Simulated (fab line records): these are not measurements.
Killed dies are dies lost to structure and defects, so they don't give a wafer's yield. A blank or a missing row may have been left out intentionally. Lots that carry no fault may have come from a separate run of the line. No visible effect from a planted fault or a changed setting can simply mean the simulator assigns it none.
Split-lot experiment	flow n5-finfet	4 lots, 21 wafers read, on a route of 1938 steps

## THE SPLIT
At N5_BEOL_M7_COAT_60 (time 60 s, resist thk 35 nm), the setting spin-rpm was moved away from the recipe's 1500 rpm on 6 of the 21 wafers read, by -10.1% to +4.7%. The other wafers ran this setting at the recipe's value.

## FROM THE SPLIT TO THE READING: what the file shows between them, 4 steps
- N5_BEOL_M7_COAT_05: resist thk 90 nm
- N5_BEOL_M7_EBR_07
- N5_BEOL_M7_DESCUM_16: chemistry O2, time 7.9 s
- N5_BEOL_M7_ETCH_61: etches SiARC in CF4, target depth 45.5 nm, time 75.8 s

## THE READING
SiARC_of_BEOL_M7_COAT_60.thk-nm (the simulator's own value, which no gauge read), in nm, at N5_BEOL_M7_ETCH_62 (etches SOC in N2/H2, target depth 110 nm, overetch 22 nm, time 165 s). No usual value for it is given in the file. Here, 15 wafers ran the recipe; their average is 28.4 nm with a standard deviation of 0.25 nm.

wafer	tool, chamber at the split	spin-rpm as run, rpm	against the recipe	SiARC_of_BEOL_M7_COAT_60.thk-nm, nm	against lot-mates on the recipe
L081.4	litho-track-02, 0	1500	recipe	28.8	-
L081.5	litho-track-02, 0	1500	recipe	28.8	-
L081.6	litho-track-02, 0	1500	recipe	28.6	-
L079.1	litho-track-03, 0	1571	+4.7%	27.2	-1.3
L079.2	litho-track-03, 0	1571	+4.7%	27.6	-0.9
L079.3	litho-track-03, 0	1571	+4.7%	27.6	-0.9
L079.4	litho-track-03, 0	1500	recipe	28.4	-
L079.5	litho-track-03, 0	1500	recipe	28.4	-
L079.6	litho-track-03, 0	1500	recipe	28.6	-
L089.1	litho-track-02, 0	1500	recipe	28	-
L089.2	litho-track-02, 0	1349	-10.1%	30.2	+1.9
L089.6	litho-track-02, 0	1349	-10.1%	30.2	+1.9
L089.3	litho-track-02, 0	1500	recipe	28.4	-
L089.4	litho-track-02, 0	1500	recipe	28.6	-
L089.5	litho-track-02, 0	1349	-10.1%	30	+1.7
L087.1	litho-track-03, 0	1500	recipe	28.6	-
L087.2	litho-track-03, 0	1500	recipe	28.2	-
L087.3	litho-track-03, 0	1500	recipe	28.2	-
L087.4	litho-track-03, 0	1500	recipe	28.2	-
L087.6	litho-track-03, 0	1500	recipe	28.2	-
L087.5	litho-track-03, 0	1500	recipe	28	-

THE FIT
A straight line over all 21 wafers: SiARC_of_BEOL_M7_COAT_60.thk-nm changes by -0.178 nm for each +1% of spin-rpm; r = -0.95; the points scatter about the line by 0.24 nm.
The same after taking each lot's own level away (the mean of its wafers on the recipe; 21 wafers): -0.186 nm for each +1%; r = -0.98; scatter 0.18 nm.
According to that fit, moving spin-rpm by its largest amount changes the reading by 1.9 nm.
Across the lots, their own levels run from 28.23 to 28.73 nm, a range of 2.0 times the standard deviation given above.
The two slopes agree, so the slope changes little with the lot-to-lot level.
Check: with one of the wafers moved furthest among these (-10.1%) left out of the fit, the line predicts +1.83 nm for it against its lot-mates. It came out at +1.87 nm against them.

## ADDITIONAL SPLITS CARRIED BY THESE WAFERS
Before the reading, these wafers also passed through other splits. Each is held against what the fit with the lots' levels taken away leaves over:
other split on the same wafers	wafers away from the commonest value	r with SiARC_of_BEOL_M7_COAT_60.thk-nm (lot level and that fit taken away)
N5_BEOL_M3_ETCH_64 time-s	3	-0.03
N5_BEOL_M3_ALD_98 ald-cycles	9	-0.10
N5_BEOL_M4_DESCUM_33 time-s	9	-0.14

## THE WHOLE CHAIN: every reading that the file lists as answering this split, in the file's order
step	what it does	reading	change (the file's fit)	r (the file's)
N5_BEOL_M7_COAT_60	time 60 s, resist thk 35 nm	SiARC_of_BEOL_M7_COAT_60.thk-nm (the simulator's own value, which no gauge read)	-0.188 nm for each +1% of the setting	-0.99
N5_BEOL_M7_ETCH_61	etches SiARC in CF4, target depth 45.5 nm, time 75.8 s	etch.depth-nm (the simulator's own value, which no gauge read)	-0.19 nm for each +1% of the setting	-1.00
N5_BEOL_M7_ETCH_61	etches SiARC in CF4, target depth 45.5 nm, time 75.8 s	CAR-ArF_of_BEOL_M7_COAT_05.thk-nm (the simulator's own value, which no gauge read)	+0.177 nm for each +1% of the setting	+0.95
N5_BEOL_M7_ETCH_62	etches SOC in N2/H2, target depth 110 nm, overetch 22 nm, time 165 s	SiARC_of_BEOL_M7_COAT_60.thk-nm (the simulator's own value, which no gauge read)	-0.185 nm for each +1% of the setting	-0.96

## THE FILE'S OWN FIT
SiARC_of_BEOL_M7_COAT_60.thk-nm changes by -0.185 nm for each +1% of spin-rpm, r = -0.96.
